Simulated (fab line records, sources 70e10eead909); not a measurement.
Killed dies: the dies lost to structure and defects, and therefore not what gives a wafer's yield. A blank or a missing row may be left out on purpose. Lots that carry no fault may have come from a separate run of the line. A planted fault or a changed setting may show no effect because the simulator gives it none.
A lot that was struck, set against a sound lot / flow nand_harc / 29 steps out of a route of 1159
Sound: these wafers, L847.2, L847.5, L847.6. Wafers struck: L860.2, L860.3, L860.5. The cause is given at the end.
Each step with rows lists, per side, the tool, then ch with its chambers, then its first start. Under that, the readings that differ: sound wafers / struck wafers / difference of the means / sigmas: that difference in standard deviations of wafers without a fault.
alike: readings whose means differ by less than 2 such deviations, and words and numbers that are the same on both sides. not compared: withheld readings, readings that some wafer has no value for, bounds like >300 that may hide the same value, and numbers for which the record gives no deviation and whose values overlap.
Wherever a step has rows on one side only, a row that says differs or no value, or a row with sigmas, the two part there. Numbers that have no deviation but don't overlap get no sigmas and don't part them. Lack of a reading on every wafer of one side parts them only where that side has two or more wafers.

first, 2 steps without rows for these wafers: NHARC_A_CONTACT_ETCH_121 (etches the open film in C4F8/O2/Ar, time 94 s, target depth 922 nm); NHARC_A_CONTACT_ETCH_122 (etches the open film in C4F8/O2/Ar, time 95 s, target depth 930 nm).
NHARC_A_CONTACT_ETCH_123: etches the open film in C4F8/O2/Ar, time 253 s, target depth 1090 nm.
  sound on har_cap_etch-03 ch 0,1, day 16 21:10; struck on har_cap_etch-02 ch 0,1, day 20 10:04
  alike: oes_air_line_au
  not compared: rf_hours_counter_h
then, 1 step without rows for these wafers: NHARC_A_CONTACT_ETCH_90 (etches the open film in CH3F/O2, target depth 40 nm, time 85.7 s).
NHARC_A_CONTACT_ETCH_96: etches the open film in C4F6/O2, target depth 20 nm, time 10 s.
  sound on rie_diel-05 ch 0,1,2, day 16 22:11; struck on rie_diel-02 ch 1,3
  alike: drypump_motor_current_A, oes_product_au, rf_vpp_V, showerhead_plenum_p_Torr, throttle_valve_pct
  not compared: rf_hours_counter_h
NHARC_A_CONTACT_CD_MEAS_53:
  sound on cd_sem-01 at day 16 22:17; struck on cd_sem-03 at day 20 10:50
  alike: cd_nm
then, 3 steps without rows for these wafers: NHARC_A_CONTACT_STRIP_99 (strips in N2/H2); NHARC_A_CONTACT_STRIP_100 (strips in CF4/CHF3); NHARC_A_CONTACT_STRIP_101 (strips in O2/COS).
NHARC_A_CONTACT_ETCH_102: etches the open film in CF4/O2, target depth 70 nm, overetch 7 nm, time 38.5 s.
  sound on rie_diel-05 ch 1,2, day 16 23:02; struck on rie_diel-02 ch 0,3, day 20 11:08
  alike: drypump_motor_current_A, oes_product_au, rf_vpp_V, showerhead_plenum_p_Torr, throttle_valve_pct
  not compared: rf_hours_counter_h
then, 2 steps without rows for these wafers: NHARC_A_CONTACT_STRIP_55 (strips in O2); NHARC_A_CONTACT_STRIP_56 (strips in post etch residue remover, time 600 s).
NHARC_A_CONTACT_DEP_57: deposits aC, target thk 2800 nm.
  sound on acl_dep-01 ch 0, day 17 00:02; struck on acl_dep-02 ch 0, day 20 13:43
  alike: throttle_valve_pct
NHARC_A_CONTACT_DEP_58: deposits SiON, target thk 60 nm.
  sound on pecvd-02 ch 1,2, day 17 01:38; struck on pecvd-04 ch 1,2, day 20 15:12
  alike: heater_power_outer_w, heater_power_w, showerhead_vpp_V
then, 10 steps without rows for these wafers: NHARC_A_CONTACT_DEHYDRATE_59 (time 120 s); NHARC_A_CONTACT_HMDS_60 (time 30 s); NHARC_A_CONTACT_COAT_61 (time 75 s); NHARC_A_CONTACT_COAT_62 (time 65 s); NHARC_A_CONTACT_COAT_63 (resist thk 90 nm); NHARC_A_CONTACT_SOFTBAKE_64 (time 55 s); NHARC_A_CONTACT_EBR_65; NHARC_A_CONTACT_EXPOSE_66 (exposes mask A CC 2); NHARC_A_CONTACT_PEB_67 (peb time 65 s); NHARC_A_CONTACT_DEVELOP_68 (develop time 35 s).
NHARC_A_CONTACT_CD_MEAS_69: target cd 200 nm.
  sound on cd_sem-01 ch 0, day 17 02:13; struck on cd_sem-01 ch 0, day 20 15:46
  alike: cd_nm
NHARC_A_CONTACT_OVL_MEAS_70:
  sound on overlay-01 at day 17 02:17; struck on overlay-01 at day 20 15:52
  alike: overlay_x_nm, overlay_y_nm
NHARC_A_CONTACT_INSPECT_71:
  sound on defect_inspect-01 at day 17 02:20; struck on defect_inspect-02 at day 20 15:53
reading=raw_defect_count; sound=19 18 33; struck=1079 1138 1088; difference=+1078; sigmas=+98
NHARC_A_CONTACT_DESCUM_74: chemistry O2, time 3 s.
  sound on rie_diel-05 ch 0,2, day 17 02:25; struck on rie_diel-02 ch 0,1,2, day 20 15:58
  alike: drypump_motor_current_A, oes_product_au, rf_vpp_V, showerhead_plenum_p_Torr, throttle_valve_pct
  not compared: rf_hours_counter_h
-- record jumps: 3 days between struck wafers' starts before vs after; left off in module A_CONTACT, resumes in module END, first step shown is number 1159 of the route --
NHARC_END_SORT_01:
  only the struck wafers appear in the record here, on prober-01 ch 0 at day 24 02:44; the sound ones have no rows

## WHERE THEY PART
First at NHARC_A_CONTACT_INSPECT_71; last, within this record, at NHARC_END_SORT_01.

WHY: whatever the simulator had introduced
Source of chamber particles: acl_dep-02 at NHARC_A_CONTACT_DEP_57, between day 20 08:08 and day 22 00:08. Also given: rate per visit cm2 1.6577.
